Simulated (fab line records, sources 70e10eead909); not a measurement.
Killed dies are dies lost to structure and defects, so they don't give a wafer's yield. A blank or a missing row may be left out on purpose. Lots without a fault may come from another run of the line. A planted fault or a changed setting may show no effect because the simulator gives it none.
Chamber matching | flow nand_harc | NHARC_A_WL_FILL_ALD_00 on ald_hk-03: 4 sister chambers
The step deposits Al2O3, target thk 3 nm, pulse time 3 s, ald cycles 30. 16 wafers are shown with their chamber, then 7 later ones without.

WAFERS WITH THEIR CHAMBER
wafer  | chamber | heater_power_w (W) | precursor_pulse_height_rel
L115.1 | 3       | 510                | 1.018
L115.2 | 2       | 436                | 0.991
L115.4 | 0       | 472                | 0.990
L116.1 | 2       | 438                | 1.014
L116.4 | 3       | 502                | 0.984
L116.6 | 0       | 472                | 0.983
L119.1 | 3       | 509                | 0.993
L119.2 | 0       | 474                | 0.978
L128.2 | 0       | 447                | 0.991
L128.4 | 2       | 424                | 1.005
L128.5 | 3       | 495                | 0.983
L127.2 | 0       | 447                | 1.012
L127.3 | 1       | 440                | 1.008
L127.5 | 0       | 449                | 0.994
L130.2 | 0       | 443                | 1.022
L130.3 | 1       | 451                | 0.988

SIGNATURES (means of the wafers above)
reading                    | chamber 0 | chamber 1 | chamber 2 | chamber 3 | scatter within a chamber
heater_power_w             | 457.71    | 445.50    | 432.67    | 504.00    | 11.2
precursor_pulse_height_rel | 0.99571   | 0.99800   | 1.00333   | 0.99450   | 0.0152
Rule: a wafer's distance from a chamber is the root of the sum, over the readings, of the square of ((its reading less the chamber's mean) divided by the reading's scatter). The wafer belongs to the nearest chamber; if the next one is less than 2 further off, it can't be placed. The scatter: the root of (the sum of the squares of (reading less its chamber's mean) over the shown wafers, divided by (wafers less chambers)).

WAFERS WITHOUT THEIR CHAMBER
wafer  | heater_power_w (W) | precursor_pulse_height_rel
L130.4 | 430                | 0.969
L135.1 | 436                | 0.985
L135.3 | 441                | 0.996
L135.5 | 445                | 0.998
L137.1 | 428                | 0.994
L137.4 | 509                | 1.003
L137.5 | 479                | 0.986

WHICH CHAMBER EACH WENT THROUGH
wafer  | from the rows above          | in truth
L130.4 | can't be placed: 2 or 1 or 0 | 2
L135.1 | can't be placed: 1 or 2 or 0 | 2
L135.3 | can't be placed: 1 or 2 or 0 | 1
L135.5 | can't be placed: 1 or 0 or 2 | 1
L137.1 | can't be placed: 2 or 1 or 0 | 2
L137.4 | 3                            | 3
L137.5 | can't be placed: 0 or 3 or 1 | 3
Placed correctly: 1 of 7. Can't be placed from these rows: 6 (the true chamber is among the candidates in 6). Placed wrongly: 0.
